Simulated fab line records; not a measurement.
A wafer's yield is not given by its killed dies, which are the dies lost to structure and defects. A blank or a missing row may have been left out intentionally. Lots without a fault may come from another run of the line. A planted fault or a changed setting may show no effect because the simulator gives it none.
What tool caused it?	flow nandHarc	Sampling: 6 lots, 17 wafers, 5 of 1159 route steps

== WHAT EACH GAUGE READ, for each wafer ==
NHARC_END_SORT_01.
lot	measured	on	killedAtArray
L797	day 23 16:44	prober-01	347 267

== WHAT TOOL EACH LOT RAN ON (gives the tool, then ch and the chambers of the sampled wafers, and finally the start) ==
lot	NHARC_A_STAIRCASE_ETCH_17	NHARC_A_STAIRCASE_TRIM_18	NHARC_A_STAIRCASE_TRIM_20	NHARC_A_STAIRCASE_STRIP_175
L780	rieDiel-13 ch 0,2,3, day 10 18:19 or earlier	rieDiel-13 ch 2,3, day 10 18:19	rieDiel-13 ch 0,1,2, day 10 18:41	plasmaAsher-02 ch 0,1, day 10 20:29
L784	rieDiel-11 ch 1,3, day 11 19:28 or earlier	rieDiel-11 ch 0,2,3, day 11 19:28	rieDiel-13 ch 0,2, day 11 19:49	plasmaAsher-01 ch 0,1, day 11 20:54
L788	rieDiel-11 ch 0,2,3, day 12 16:02 or earlier	rieDiel-11 ch 0,3, day 12 16:02	rieDiel-11 ch 0,3, day 12 16:26	plasmaAsher-02 ch 0, day 12 18:32
L791	rieDiel-11 ch 0,1,3, day 13 03:28 or earlier	rieDiel-11 ch 2,3, day 13 03:28	rieDiel-10 ch 0,3, day 13 03:49	plasmaAsher-01 ch 0,1, day 13 04:53
L797	rieDiel-10 ch 0,2, day 15 04:55 or earlier	rieDiel-10 ch 0, day 15 04:55	rieDiel-13 ch 0, day 15 05:16	plasmaAsher-01 ch 1, day 15 06:22
L801	rieDiel-13 ch 0,1, day 16 16:23 or earlier	rieDiel-13 ch 0,1,3, day 16 16:23	rieDiel-13 ch 1,2,3, day 16 16:44	plasmaAsher-01 ch 0,1, day 16 17:47
- NHARC_A_STAIRCASE_ETCH_17: etches the open film in C4F8/O2, target depth 100 nm, time 40.5 s.
- NHARC_A_STAIRCASE_TRIM_18: chemistry O2, time 211.2 s.
- NHARC_A_STAIRCASE_TRIM_20: chemistry O2, time 211.2 s.
- NHARC_A_STAIRCASE_STRIP_175: strips in O2.

== THE ANSWER, worked out from the rows above alone ==
Rule: what is usual is taken from the lots themselves. Put in order of their means at a reading, lots are off if they are a third of the lots or fewer, leave a main group of 4 or more, and stand apart from it by a gap of 3 or more times the standard deviation of the main group's means; of several such gaps the widest counts. Not used: any main group whose means are identical at the precision the tables above print for the reading. A lot without any number at a reading at which 4 lots or more have one is off too. Where the step has rows for the other lots, those lots are counted as sound.
No lot is off at any reading shown: from this, nothing can be told.

== WHAT WAS PUT IN BY THE SIMULATOR ==
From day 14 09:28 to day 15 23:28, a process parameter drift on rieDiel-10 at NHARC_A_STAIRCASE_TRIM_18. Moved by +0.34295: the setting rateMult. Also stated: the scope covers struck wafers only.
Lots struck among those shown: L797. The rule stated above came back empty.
